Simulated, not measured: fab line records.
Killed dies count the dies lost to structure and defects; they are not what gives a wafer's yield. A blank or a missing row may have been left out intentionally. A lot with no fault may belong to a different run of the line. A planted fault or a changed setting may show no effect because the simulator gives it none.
fab line records | flow n5-finfet
[record] lots = 15 | wafers = 45 | last-day = 17
route steps=1938 shown MOL_CONTACT_COAG@559
lots that met no fault: taken from a fault-free run of the same line
start-h: hours from the record's opening day to when the first of the lot's shown wafers began | wait-h: how many hours have passed since the lot's step before this one | " same as the row above | L1.1+2: several wafers, shown together as one row | - no value present, or no start provided | * or withheld: withheld | < > ~ a bound
route shown NAME@n: a module of which the file shows steps, and the number in the route of the first | usual: mean and standard deviation over wafers with no fault | same: alike in all rows | chamber/n: place in a boat | sites: the reading at each site | _std_site: how widely they spread, as a standard deviation | _edge_site: inner sites' mean taken away from outer sites' mean | radius-mm: how far each site lies from the wafer's centre | mask NAME#n: copy n | behind: tool/chamber where the wafer was last shaped | hold: cause of the lot's hold/its duration in hours/its outcome | device: which transistor (n, p or np) failed to switch | end of line: the tests these same wafers got at the end of their route | step lacking rows: just its recipe | killed: dies lost to structure and defects at the first sort, not the wafer's yield | map: dies across one wafer; x = killed, . = not, _ = none there
set.NAME: the setting the step ran with; set.NAME@STEP: the setting that earlier step ran with | model.NAME: the simulator's own value behind a step, which no gauge read
the route's steps for a sample of lots (tables are steps, rows are wafers)
services: when a tool's chamber went out of use (start-h, in hours from the record's first day, below 0 if earlier), for how many hours, and the reason
[[steps]]
[step N5_MOL_CONTACT_COAG_ALD_27]
[recipe] material = SiOC | target-thk-a = 170 | temp-c = 400 | ald-precursor-family = carbosiloxane | ald-co-reactant = H2-plasma | pulse-time-s = 1.5 | time-s = 2720 | purge-time-s = 2 | co-reactant-purge-time-s = 2 | ald-cycles = 340 | pressure-torr = 2
[usual] heater-power-w = 859/56 | precursor-pulse-height-rel = 0.999/0.02
[same] ald-cycles = 340 | time-s = 2720
lot.wafer | tool       | chamber | start-h | wait-h | heater-power-w | precursor-pulse-height-rel
L591.3    | ald-sin-01 | 3       | 110.07  | 0.0    | 918            | 1.018
L591.4    | "          | 0       | "       | "      | 803            | 0.978
L591.5    | "          | 1       | "       | "      | 728            | 0.986
L592.3    | ald-sin-04 | 2       | 115.79  | 0.0    | 998            | 1.018
L592.5    | "          | 2       | "       | "      | 1007           | 0.979
L592.6    | "          | 1       | "       | "      | 845            | 1.009
L593.2    | ald-sin-02 | 1       | 122.81  | 0.0    | 856            | 1.007
L593.3    | "          | 2       | "       | "      | 896            | 1.009
L593.4    | "          | 3       | "       | "      | 847            | 1.006
L594.1    | ald-sin-02 | 1       | 126.87  | 0.1    | 862            | 0.999
L594.3    | "          | 3       | "       | "      | 877            | 0.982
L594.4    | "          | 3       | "       | "      | 852            | 0.980
L595.2    | ald-sin-01 | 3       | 134.79  | 0.0    | 908            | 0.995
L595.4    | "          | 0       | "       | "      | 803            | 0.991
L595.6    | "          | 3       | "       | "      | 930            | 1.003
L596.2    | ald-sin-01 | 1       | 140.31  | 0.0    | 751            | 0.968
L596.5    | "          | 2       | "       | "      | 820            | 0.988
L596.6    | "          | 3       | "       | "      | 928            | 0.997
L597.1    | ald-sin-04 | 0       | 149.49  | 1.1    | 846            | 0.976
L597.4    | "          | 1       | "       | "      | 840            | 0.984
L597.5    | "          | 3       | "       | "      | 864            | 0.991
L598.1    | ald-sin-04 | 2       | 155.91  | 0.0    | 1001           | 0.978
L598.4    | "          | 0       | "       | "      | 835            | 0.996
L598.6    | "          | 1       | "       | "      | 850            | 0.985
L602.1    | ald-sin-04 | 1       | 174.58  | 0.0    | 836            | 0.972
L602.3    | "          | 3       | "       | "      | 838            | 1.004
L602.6    | "          | 0       | "       | "      | 815            | 0.986
L603.1    | ald-sin-02 | 1       | 185.30  | 0.7    | 852            | 1.015
L603.2    | "          | 3       | "       | "      | 842            | 1.026
L603.4    | "          | 0       | "       | "      | 838            | 0.987
L604.1    | ald-sin-02 | 3       | 186.94  | 2.2    | 868            | 0.993
L604.2    | "          | 2       | "       | "      | 867            | 1.021
L604.4    | "          | 0       | "       | "      | 838            | 0.982
L609.1    | ald-sin-02 | 3       | 219.24  | 0.0    | 859            | 0.995
L609.3    | "          | 2       | "       | "      | 857            | 1.006
L609.5    | "          | 1       | "       | "      | 852            | 0.952
L610.3    | ald-sin-04 | 2       | 222.31  | 0.0    | 999            | 0.983
L610.4    | "          | 0       | "       | "      | 836            | 0.995
L610.5    | "          | 1       | "       | "      | 802            | 0.989
L611.3    | ald-sin-02 | 0       | 228.65  | 0.0    | 844            | 0.993
L611.5    | "          | 2       | "       | "      | 878            | 0.982
L611.6    | "          | 1       | "       | "      | 881            | 1.001
L612.1    | ald-sin-04 | 0       | 233.90  | 0.0    | 829            | 1.025
L612.3    | "          | 2       | "       | "      | 963            | 1.017
L612.5    | "          | 3       | "       | "      | 832            | 0.998
[step N5_MOL_CONTACT_COAG_ALD_123]
[recipe] material = SiNx | target-thk-a = 50 | temp-c = 400 | ald-precursor-family = SiH2I2 | ald-co-reactant = N2/H2-plasma | pulse-time-s = 1 | purge-time-s = 2 | co-reactant-purge-time-s = 2 | ald-cycles = 100 | pressure-torr = 2
[usual] heater-power-w = 853/60 | precursor-pulse-height-rel = 1.000/0.021
[same] ald-cycles = 100
lot.wafer | tool       | chamber | start-h | wait-h | heater-power-w | precursor-pulse-height-rel
L591.3    | ald-sin-02 | 2       | 112.27  | 0.3    | 848            | 1.003
L591.4    | "          | 3       | "       | "      | 844            | 1.008
L591.5    | "          | 1       | "       | "      | 868            | 0.996
L592.3    | ald-sin-01 | 3       | 117.69  | 0.0    | 938            | 0.985
L592.5    | "          | 1       | "       | "      | 736            | 1.010
L592.6    | "          | 2       | "       | "      | 821            | 1.018
L593.2    | ald-sin-04 | 1       | 124.71  | 0.0    | 846            | 1.021
L593.3    | "          | 0       | "       | "      | 812            | 1.024
L593.4    | "          | 2       | "       | "      | 1007           | 1.037
L594.1    | ald-sin-04 | 1       | 128.77  | 0.0    | 866            | 0.998
L594.3    | "          | 2       | "       | "      | 992            | 0.967
L594.4    | "          | 3       | "       | "      | 819            | 1.025
L595.2    | ald-sin-02 | 3       | 136.80  | 0.0    | 867            | 1.005
L595.4    | "          | 2       | "       | "      | 852            | 1.000
L595.6    | "          | 1       | "       | "      | 868            | 0.973
L596.2    | ald-sin-02 | 1       | 142.21  | 0.0    | 859            | 1.049
L596.5    | "          | 2       | "       | "      | 835            | 1.008
L596.6    | "          | 3       | "       | "      | 835            | 0.993
L597.1    | ald-sin-04 | 2       | 151.39  | 0.0    | 1014           | 1.014
L597.4    | "          | 1       | "       | "      | 844            | 1.012
L597.5    | "          | 3       | "       | "      | 822            | 0.986
L598.1    | ald-sin-04 | 2       | 158.10  | 0.3    | 990            | 0.974
L598.4    | "          | 0       | "       | "      | 820            | 1.031
L598.6    | "          | 0       | "       | "      | 847            | 1.005
L602.1    | ald-sin-04 | 0       | 176.48  | 0.0    | 815            | 1.007
L602.3    | "          | 2       | "       | "      | 1001           | 0.999
L602.6    | "          | 1       | "       | "      | 847            | 1.012
L603.1    | ald-sin-01 | 3       | 188.09  | 0.9    | 913            | 0.992
L603.2    | "          | 1       | "       | "      | 750            | 1.004
L603.4    | "          | 3       | "       | "      | 960            | 1.013
L604.1    | ald-sin-01 | 3       | 189.10  | 0.3    | 931            | 0.973
L604.2    | "          | 0       | "       | "      | 804            | 1.008
L604.4    | "          | 1       | "       | "      | 741            | 0.989
L609.1    | ald-sin-01 | 3       | 221.97  | 0.9    | 971            | 0.988
L609.3    | "          | 1       | "       | "      | 761            | 0.968
L609.5    | "          | 0       | "       | "      | 804            | 0.979
L610.3    | ald-sin-02 | 2       | 224.21  | 0.0    | 853            | 1.017
L610.4    | "          | 1       | "       | "      | 881            | 1.001
L610.5    | "          | 0       | "       | "      | 855            | 0.967
L611.3    | ald-sin-02 | 2       | 230.55  | 0.0    | 880            | 1.041
L611.5    | "          | 1       | "       | "      | 832            | 0.989
L611.6    | "          | 0       | "       | "      | 847            | 0.994
L612.1    | ald-sin-04 | 3       | 235.86  | 0.1    | 809            | 1.014
L612.3    | "          | 2       | "       | "      | 965            | 1.022
L612.5    | "          | 0       | "       | "      | 826            | 1.032
[step N5_MOL_CONTACT_COAG_EXPOSE_81]
[recipe] mask-id = VG | na = 0.33 | source-shape = annular | sigma-inner = 0.3 | sigma-outer = 0.7 | polarization = unpolarized | defocus-nm = 0 | dose-mj = 59.5
[usual] exposure-dose-mJ-cm2 = 59.43/0.08 | focus-offset-nm = 0.0/0.49
lot.wafer | tool           | chamber | start-h | wait-h | mask | exposure-dose-mJ-cm2 | focus-offset-nm
L591.3    | euv-scanner-02 | 0       | 112.98  | -      | VG#0 | 59.45                | -0.5
L591.4    | "              | 0       | "       | "      | VG#0 | 59.48                | 0.0
L591.5    | "              | 0       | "       | "      | VG#0 | 59.41                | -0.3
L592.3    | euv-scanner-01 | 0       | 118.53  | -      | VG#0 | 59.37                | 0.3
L592.5    | "              | 0       | "       | "      | VG#0 | 59.24                | -0.2
L592.6    | "              | 0       | "       | "      | VG#0 | 59.35                | -0.4
L593.2    | euv-scanner-01 | 0       | 125.41  | -      | VG#0 | 59.42                | 0.3
L593.3    | "              | 0       | "       | "      | VG#0 | 59.36                | -0.3
L593.4    | "              | 0       | "       | "      | VG#0 | 59.38                | 0.2
L594.1    | euv-scanner-01 | 0       | 129.47  | -      | VG#0 | 59.40                | -0.2
L594.3    | "              | 0       | "       | "      | VG#0 | 59.37                | 0.3
L594.4    | "              | 0       | "       | "      | VG#0 | 59.34                | 0.0
L595.2    | euv-scanner-02 | 0       | 137.64  | -      | VG#0 | 59.47                | -0.1
L595.4    | "              | 0       | "       | "      | VG#0 | 59.54                | 0.3
L595.6    | "              | 0       | "       | "      | VG#0 | 59.53                | -0.4
L596.2    | euv-scanner-02 | 0       | 142.91  | -      | VG#0 | 59.42                | 0.8
L596.5    | "              | 0       | "       | "      | VG#0 | 59.46                | 0.3
L596.6    | "              | 0       | "       | "      | VG#0 | 59.52                | 0.8
L597.1    | euv-scanner-02 | 0       | 152.09  | -      | VG#0 | 59.49                | -0.7
L597.4    | "              | 0       | "       | "      | VG#0 | 59.49                | -0.2
L597.5    | "              | 0       | "       | "      | VG#0 | 59.55                | -0.7
L598.1    | euv-scanner-02 | 0       | 158.80  | -      | VG#0 | 59.47                | 0.9
L598.4    | "              | 0       | "       | "      | VG#0 | 59.54                | 0.3
L598.6    | "              | 0       | "       | "      | VG#0 | 59.58                | 1.1
L602.1    | euv-scanner-01 | -       | 177.31  | -      | VG#0 | -                    | -
L602.3    | "              | -       | "       | "      | VG#0 | -                    | -
L602.6    | "              | -       | "       | "      | VG#0 | -                    | -
L603.1    | euv-scanner-01 | -       | 188.79  | -      | VG#0 | -                    | -
L603.2    | "              | -       | "       | "      | VG#0 | -                    | -
L603.4    | "              | -       | "       | "      | VG#0 | -                    | -
L604.1    | euv-scanner-01 | -       | 189.79  | -      | VG#0 | -                    | -
L604.2    | "              | -       | "       | "      | VG#0 | -                    | -
L604.4    | "              | -       | "       | "      | VG#0 | -                    | -
L609.1    | euv-scanner-02 | 0       | 222.66  | -      | VG#0 | 59.53                | -0.5
L609.3    | "              | 0       | "       | "      | VG#0 | 59.52                | -0.2
L609.5    | "              | 0       | "       | "      | VG#0 | 59.55                | -0.1
L610.3    | euv-scanner-02 | 0       | 224.94  | -      | VG#0 | 59.48                | 0.6
L610.4    | "              | 0       | "       | "      | VG#0 | 59.52                | -0.1
L610.5    | "              | 0       | "       | "      | VG#0 | 59.47                | 0.1
L611.3    | euv-scanner-01 | 0       | 231.39  | -      | VG#0 | 59.35                | 0.7
L611.5    | "              | 0       | "       | "      | VG#0 | 59.46                | 0.2
L611.6    | "              | 0       | "       | "      | VG#0 | 59.32                | 0.2
L612.1    | euv-scanner-01 | 0       | 236.62  | -      | VG#0 | 59.37                | 0.7
L612.3    | "              | 0       | "       | "      | VG#0 | 59.44                | -0.1
L612.5    | "              | 0       | "       | "      | VG#0 | 59.29                | 0.6
[step N5_MOL_CONTACT_COAG_DESCUM_88]
[recipe] chemistry = O2 | time-s = 7 | source-power-w = 50 | bias-power-w = 20 | pressure-mtorr = 20 | rf-frequency-hz = 2.712e+07 | temp-c = 40 | resist = CAR-EUV | o2-flow-sccm = 225
[usual] chamber-pressure-mTorr = 20.004/0.024 | drypump-motor-current-A = 5.8/0.39 | oes-product-au = 0.81/0.093 | rf-vpp-V = 243.2/1.4 | showerhead-plenum-p-Torr = 2.10/0.074 | throttle-valve-pct = 20.30/0.17
[same] time-s = 7
lot.wafer | tool        | chamber | start-h | wait-h | chamber-pressure-mTorr | drypump-motor-current-A | oes-product-au | rf-hours-counter-h | rf-vpp-V | showerhead-plenum-p-Torr | throttle-valve-pct
L591.3    | rie-diel-03 | 3       | 113.23  | 0.0    | 19.984                 | 6.1                     | 0.92           | 30                 | 244.2    | 2.12                     | 20.25
L591.4    | "           | 3       | "       | "      | 20.026                 | 6.1                     | 0.92           | -                  | 245.2    | 2.12                     | 20.26
L591.5    | "           | 2       | "       | "      | 20.020                 | 4.8                     | 0.70           | -                  | 242.8    | 2.06                     | 20.62
L592.3    | rie-diel-04 | 2       | 118.84  | 0.1    | 19.993                 | 6.3                     | 0.72           | 222                | 241.5    | 2.08                     | 20.65
L592.5    | "           | 0       | "       | "      | 19.992                 | 5.5                     | 0.96           | -                  | 245.3    | 2.23                     | 20.09
L592.6    | "           | 3       | "       | "      | 20.011                 | 5.6                     | 0.85           | -                  | 242.6    | 2.03                     | 20.09
L593.2    | rie-diel-02 | 2       | 126.52  | 0.9    | 19.984                 | 5.9                     | 0.75           | 150                | 241.1    | 2.00                     | 20.36
L593.3    | "           | 3       | "       | "      | 20.010                 | 6.3                     | 0.73           | 181                | 246.4    | 2.16                     | 20.04
L593.4    | "           | 0       | "       | "      | 19.989                 | 5.9                     | 0.93           | 32                 | 244.0    | 2.12                     | 20.23
L594.1    | rie-diel-02 | 2       | 130.90  | 1.2    | 20.009                 | 5.9                     | 0.76           | 152                | 242.7    | 2.00                     | 20.37
L594.3    | "           | 3       | "       | "      | 20.016                 | 6.3                     | 0.74           | 182                | 243.3    | 2.16                     | 20.08
L594.4    | "           | 1       | "       | "      | 20.000                 | 5.6                     | 0.70           | 220                | 240.1    | 1.98                     | 20.47
L595.2    | rie-diel-02 | 3       | 137.90  | 0.0    | 20.011                 | 6.3                     | 0.73           | 185                | 244.5    | 2.16                     | 20.06
L595.4    | "           | 1       | "       | "      | 20.018                 | 5.6                     | 0.68           | 222                | 241.6    | 1.98                     | 20.47
L595.6    | "           | 2       | "       | "      | 20.004                 | 5.9                     | 0.75           | -                  | 240.0    | 2.00                     | 20.36
L596.2    | rie-diel-02 | 1       | 143.45  | 0.3    | 20.003                 | 5.6                     | 0.68           | 225                | 241.7    | 1.98                     | 20.48
L596.5    | "           | 0       | "       | "      | 19.988                 | 5.9                     | 0.91           | -                  | 242.6    | 2.12                     | 20.23
L596.6    | "           | 3       | "       | "      | 20.003                 | 6.3                     | 0.74           | -                  | 244.0    | 2.16                     | 20.08
L597.1    | rie-diel-04 | 1       | 152.57  | 0.3    | 19.974                 | 5.7                     | 0.77           | 167                | 244.7    | 2.19                     | 20.32
L597.4    | "           | 2       | "       | "      | 20.039                 | 6.3                     | 0.72           | 230                | 241.4    | 2.08                     | 20.64
L597.5    | "           | 1       | "       | "      | 19.991                 | 5.7                     | 0.76           | -                  | 244.9    | 2.19                     | 20.34
L598.1    | rie-diel-04 | 1       | 159.10  | 0.1    | 20.015                 | 5.7                     | 0.76           | 170                | 245.2    | 2.19                     | 20.35
L598.4    | "           | 0       | "       | "      | 20.002                 | 5.5                     | 0.93           | 18                 | 244.3    | 2.23                     | 20.08
L598.6    | "           | 0       | "       | "      | 19.984                 | 5.5                     | 0.92           | -                  | 245.9    | 2.23                     | 20.11
L602.1    | rie-diel-03 | 1       | 177.68  | 0.1    | 19.991                 | 6.2                     | 0.89           | 17                 | 245.6    | 2.15                     | 20.45
L602.3    | "           | 0       | "       | "      | 20.000                 | 5.7                     | 0.96           | 5                  | 242.0    | 2.04                     | 20.13
L602.6    | "           | 3       | "       | "      | 20.003                 | 6.1                     | 0.85           | -                  | 243.3    | 2.11                     | 20.33
L603.1    | rie-diel-02 | 3       | 189.19  | 0.2    | 20.017                 | 6.3                     | 0.71           | 204                | 245.6    | 2.15                     | 20.09
L603.2    | "           | 0       | "       | "      | 19.995                 | 5.9                     | 0.89           | 55                 | 245.5    | 2.12                     | 20.25
L603.4    | "           | 1       | "       | "      | 19.980                 | 5.6                     | 0.67           | 241                | 243.1    | 1.98                     | 20.49
L604.1    | rie-diel-03 | 2       | 190.06  | 0.0    | 20.015                 | 4.8                     | 0.96           | 0                  | 242.8    | 2.05                     | 20.19
L604.2    | "           | 1       | "       | "      | 19.994                 | 6.3                     | 0.88           | 22                 | 243.9    | 2.15                     | 20.47
L604.4    | "           | 3       | "       | "      | 19.998                 | 6.1                     | 0.85           | 67                 | 241.5    | 2.11                     | 20.30
L609.1    | rie-diel-03 | 1       | 223.08  | 0.2    | 19.996                 | 6.3                     | 0.87           | 33                 | 243.2    | 2.15                     | 20.50
L609.3    | "           | 3       | "       | "      | 20.076                 | 6.1                     | 0.83           | 78                 | 242.2    | 2.11                     | 20.33
L609.5    | "           | 2       | "       | "      | 19.987                 | 4.8                     | 0.91           | -                  | 241.8    | 2.04                     | 20.22
L610.3    | rie-diel-02 | 0       | 225.20  | 0.0    | 20.003                 | 6.0                     | 0.87           | -                  | 243.7    | 2.11                     | 20.28
L610.4    | "           | 3       | "       | "      | 20.037                 | 6.3                     | 0.70           | -                  | 244.1    | 2.15                     | 20.11
L610.5    | "           | 0       | "       | "      | 20.026                 | 5.9                     | 0.87           | -                  | 243.1    | 2.11                     | 20.29
L611.3    | rie-diel-04 | 3       | 232.76  | 1.2    | 20.001                 | 5.5                     | 0.80           | 82                 | 244.0    | 2.01                     | 20.14
L611.5    | "           | 0       | "       | "      | 19.983                 | 5.6                     | 0.87           | -                  | 244.7    | 2.22                     | 20.13
L611.6    | "           | 3       | "       | "      | 20.017                 | 5.5                     | 0.80           | -                  | 243.7    | 2.01                     | 20.14
L612.1    | rie-diel-02 | 3       | 239.63  | 2.8    | 20.018                 | 6.3                     | 0.69           | 225                | 241.8    | 2.14                     | 20.13
L612.3    | "           | 2       | "       | "      | 20.027                 | 5.9                     | 0.73           | 191                | 241.7    | 1.99                     | 20.43
L612.5    | "           | 2       | "       | "      | 20.010                 | 5.9                     | 0.72           | -                  | 241.3    | 1.99                     | 20.43
[[services]]
tool           | chamber | start-h | hours | kind
rie-diel-02    | 0       | 91.45   | 11.1  | repair
rie-diel-02    | 3       | 99.64   | 9.0   | repair
rie-diel-02    | 3       | 117.67  | 8.6   | repair
rie-diel-04    | -       | 122.84  | 15.6  | pm
ald-sin-02     | 2       | 123.87  | 4.4   | repair
euv-scanner-02 | -       | 126.75  | 7.5   | repair
euv-scanner-01 | -       | 134.29  | 1.0   | pm
euv-scanner-02 | -       | 135.30  | 1.0   | pm
euv-scanner-02 | -       | 139.22  | 3.2   | repair
ald-sin-04     | -       | 176.97  | 14.0  | pm
ald-sin-04     | 0       | 176.97  | 14.0  | vent-cycle
ald-sin-04     | 1       | 176.97  | 14.0  | vent-cycle
ald-sin-04     | 2       | 176.97  | 14.0  | vent-cycle
ald-sin-04     | 3       | 176.97  | 14.0  | vent-cycle
ald-sin-01     | 2       | 178.59  | 52.7  | repair
euv-scanner-01 | -       | 183.58  | 1.0   | pm
euv-scanner-02 | -       | 189.60  | 1.0   | pm
ald-sin-04     | 0       | 190.97  | -     | clean
euv-scanner-02 | -       | 197.56  | 5.8   | pm
rie-diel-03    | -       | 212.07  | 0.1   | repair
euv-scanner-01 | -       | 216.20  | 8.0   | pm
ald-sin-04     | 3       | 218.88  | 6.2   | repair
rie-diel-03    | -       | 223.88  | 15.6  | pm
rie-diel-04    | 3       | 238.86  | 7.2   | repair
[[key]]
[first-sign] step = N5_MOL_CONTACT_COAG_EXPOSE_81 | reading = tool-record | direction = missing
effect none on later readings
met-at N5_MOL_CONTACT_COAG_EXPOSE_81
struck-lots L602,L603,L604
later-rows-left-out L602.1,L602.3,L602.6,L603.1,L603.2,L603.4,L604.1,L604.2,L604.4
sort-left-out L602.1,L602.3,L602.6,L603.1,L603.2,L603.4,L604.1,L604.2,L604.4
not-acting-at N5_MOL_CONTACT_COAG_ALD_27,N5_MOL_CONTACT_COAG_ALD_123,N5_MOL_CONTACT_COAG_DESCUM_88
onset-between 129.47 177.31
[fault] kind = skipped-step-whole | tool = euv-scanner-01 | chamber = - | onset-h = 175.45 | steps = N5_MOL_CONTACT_COAG_EXPOSE_81 | scope = struck-lots-only
// sort-left-out: the simulated sort isn't trusted on such a fault, so these wafers' sort isn't shown, and their yield isn't known
// later-rows-left-out: the simulator's readings of these wafers behind a module that went badly wrong aren't trusted and aren't shown, but for the sort
